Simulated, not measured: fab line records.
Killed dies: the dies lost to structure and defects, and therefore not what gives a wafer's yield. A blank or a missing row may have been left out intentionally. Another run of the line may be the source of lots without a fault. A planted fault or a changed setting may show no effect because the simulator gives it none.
Comparing a struck lot with a sound one	flow n5-finfet	14 steps out of a route of 1938
Sound: wafers L276.2, L276.4, L276.6. Struck: wafer L285.6 (left out: L285.1, a lot-mate that was not struck); the cause follows at the end.
For every step that has rows: the tool of each side, followed by ch and its chambers, followed by its first start. Under that, the readings that differ: sound wafers	struck wafers	difference of the means	sigmas: that difference in standard deviations of wafers without a fault.
alike: readings whose means differ by less than 2 such deviations, and words and numbers that are the same on both sides. not compared: withheld readings, readings that some wafer has no value for, bounds like >300 that may hide the same value, and numbers for which the record gives no deviation and whose values overlap.
A row with sigmas, a row that says differs or no value, or rows on one side alone: a step with any of these is where the two part. Numbers that don't overlap but have no deviation are shown without sigmas and don't part them. Lack of a reading on every wafer of one side parts them only where that side has two or more wafers.

N5_BEOL_M7_STRIP_80: strips in N2/H2, time 10 s.
  sound: rie-diel-06 ch 1,2,3; struck: rie-diel-06 ch 1
reading	sound	struck	difference	sigmas
rf-vpp-V (V)	60.7 59.2 59.9	57.6	-2.3	-2
  alike: drypump-motor-current-A, h2-flow-sccm, oes-product-au, showerhead-plenum-p-Torr, throttle-valve-pct
  not compared: rf-hours-counter-h
N5_BEOL_M7_OCD_MEAS_38:
  sound: ocd-01 at day 9 19:13; struck: ocd-01 at day 14 18:33
  alike: trench-depth-nm
then, 4 steps without rows for these wafers: N5_BEOL_M7_HM_STRIP_39 (strips TiN in peroxide tin strip, target depth 25 nm, time 158 s); N5_BEOL_M7_SRD_40 (time 30 s); N5_BEOL_M7_PRECLEAN_42 (cleans in residue remover, time 60 s); N5_BEOL_M7_SRD_43 (time 30 s).
N5_BEOL_M7_CD_MEAS_35: target cd 40 nm.
  sound: cd-sem-02 at day 9 19:22; struck: cd-sem-02 at day 14 18:42
  alike: cd-nm
N5_BEOL_M7_CURE_75: cures SiCOH lowk, time 120 s.
  sound on uv-cure-03 ch 0, day 9 19:27; struck on uv-cure-02 ch 1, day 14 18:45
  alike: lamp-power-pct, wafer_temp_C_max
N5_BEOL_M7_DEGAS_44: time 60 s.
  sound: pvd-sputter-02 at day 9 20:04; struck: pvd-sputter-03 at day 14 19:25
  alike: heater-power-w
then, 1 step without rows for these wafers: N5_BEOL_M7_PRE_CLEAN_45 (time 30 s).
N5_BEOL_M7_ALD_77: deposits TaN, target thk 2 nm, pulse time 2 s, purge time 3 s.
  sound on ald-metal-01 ch 1,2, day 9 20:11; struck on ald-metal-04 ch 3, day 14 19:33
  alike: chamber-pressure-Torr, heater-power-w
next, for these wafers, 1 step has no rows: N5_BEOL_M7_SURFACE_TREAT_79.
N5_BEOL_M7_CVD_78: deposits Co from CCTBA/H2, target thk 2 nm, time 142.3 s.
  sound on cvd-co-01 ch 0,1,2, day 9 21:03; struck on cvd-co-01 ch 0, day 14 21:32
reading	sound	struck	difference	sigmas
run-length-s (s)	165.9 164.6 165.6	162.9	-2.5	-5
  alike: chamber-pressure-Torr
N5_BEOL_M7_SPUTTER_48: material Cu, target thk 10 nm, time 1.667 s.
  sound: pvd-sputter-02 at day 9 22:36; struck: pvd-sputter-03 at day 14 21:39
  alike: chamber-pressure-pa, throttle-valve-pct

WHERE THEY PART
Last at N5_BEOL_M7_CVD_78 as far as this record goes, first at N5_BEOL_M7_STRIP_80. Later steps at which nothing parts them and some readings are alike: N5_BEOL_M7_SPUTTER_48.

WHY: what had been put in by the simulator
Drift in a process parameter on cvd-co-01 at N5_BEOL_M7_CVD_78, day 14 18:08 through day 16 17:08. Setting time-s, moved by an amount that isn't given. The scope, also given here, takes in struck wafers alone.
